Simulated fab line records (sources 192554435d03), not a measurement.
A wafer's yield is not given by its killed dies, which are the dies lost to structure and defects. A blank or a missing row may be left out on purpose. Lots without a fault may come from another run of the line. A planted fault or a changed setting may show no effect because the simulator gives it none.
The same fault as seen by 2 desks + flow n5Finfet + every desk sees just its own numbers, and what lay behind them comes last

THE METROLOGY DESK
What the gauges read, lot by lot, whatever tool the lot ran on: means of the sampled wafers that have a number. Marked OUT: a lot whose mean sits more than 4 standard deviations from the usual mean, which makes it out of limits; the brackets give that distance. 7 of its 17 readings are shown: the first one out of limits and those lying furthest out on some lot.
Columns: A = RS_SD_N at N5_SD_ACTIVATION_RS_MEAS_03, usual 21.89 ohm/sq; B = ION_N at N5_BEOL_M4_RC_MEAS_101, usual 673 uA/um; C = RC_DENSE_N at N5_BEOL_M4_RC_MEAS_101, usual 18.9 ohm.um; D = RC_N at N5_BEOL_M4_RC_MEAS_101, usual 15.42 ohm.um; E = REXT_N at N5_BEOL_M4_RC_MEAS_101, usual 75.6 ohm.um; F = RS_SD_N at N5_BEOL_M4_RC_MEAS_101, usual 28.3 ohm/sq; G = VT_N at N5_BEOL_M4_RC_MEAS_101, usual 250.1 mV
| lot  | first seen here | A                | B   | C               | D                | E               | F               | G     |
|------|-----------------|------------------|-----|-----------------|------------------|-----------------|-----------------|-------|
| L948 | day 3 10:08     | 21.88            | 676 | 18.6            | 15.13            | 78.2            | 28.4            | 250.0 |
| L949 | day 3 15:11     | 22.14            | 672 | 18.5            | 15.16            | 75.0            | 28.9            | 253.1 |
| L950 | day 4 01:01     | 21.89            | 671 | 19.3            | 15.67            | 77.3            | 28.2            | 251.3 |
| L951 | day 4 04:20     | 21.66            | 669 | 19.0            | 15.42            | 75.0            | 27.9            | 250.7 |
| L956 | day 5 11:20     | 22.15            | 683 | 18.5            | 15.20            | 77.3            | 28.5            | 248.5 |
| L957 | day 5 17:14     | 23.33 (+5.0) OUT | 654 | 20.5 (+4.5) OUT | 16.67 (+4.5) OUT | 85.9 (+5.7) OUT | 30.2 (+5.5) OUT | 255.0 |
| L959 | day 6 05:24     | 23.69 (+6.2) OUT | 654 | 20.7 (+5.1) OUT | 16.94 (+5.4) OUT | 83.4 (+4.3) OUT | 30.7 (+6.8) OUT | 256.6 |
| L969 | day 8 17:43     | 21.83            | 663 | 19.0            | 15.51            | 78.1            | 28.4            | 249.0 |
| L971 | day 9 04:53     | 22.06            | 669 | 18.9            | 15.41            | 79.0            | 28.3            | 251.1 |
This desk finds L957, L959 out of limits, with the earliest case on L957 at day 5 17:14 (RS_SD_N at N5_SD_ACTIVATION_RS_MEAS_03). L948, L949, L950, L951, L956, L969, L971 stayed within limits.

TOOL OWNER'S DESK, epiRpcvd-02
The tool's own readings at N5_SD_EPI_N_EPI_21 (deposits Si:P, time 690 s): means of the sampled wafers that have a number, for each lot that ran on this tool. Marked OUT: a lot whose mean sits more than 4 standard deviations from the usual mean, which makes it out of limits; the brackets give that distance.
Columns: A = susceptorTempC at N5_SD_EPI_N_EPI_21, usual 680.0 C
| lot  | first seen here | A     |
|------|-----------------|-------|
| L949 | day 3 08:08     | 679.8 |
| L950 | day 3 15:33     | 680.2 |
| L951 | day 3 21:10     | 680.3 |
| L956 | day 5 02:38     | 679.8 |
| L957 | day 5 08:38     | 680.0 |
| L959 | day 5 21:44     | 679.7 |
| L969 | day 8 10:47     | 680.3 |
| L971 | day 8 22:20     | 680.7 |
Finding of this desk: none of the 8 lots has anything out of limits.

BROUGHT TOGETHER
An alarm was possible from the metrology desk at day 5 17:14, on L957, L959.
The tool owner's desk saw nothing out of limits.
On record at the tool owner's desk: L957, L959, within its limits.
Every lot named ran N5_SD_EPI_N_EPI_21 on epiRpcvd-02.

WHAT HAD BEEN PUT IN BY THE SIMULATOR
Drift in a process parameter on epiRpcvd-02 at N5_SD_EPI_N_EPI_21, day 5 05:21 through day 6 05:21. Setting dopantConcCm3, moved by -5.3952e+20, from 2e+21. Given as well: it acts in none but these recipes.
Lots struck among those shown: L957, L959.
Per desk, hours elapsed from the start of the fault to the first reading out of limits: for the metrology desk, 12.
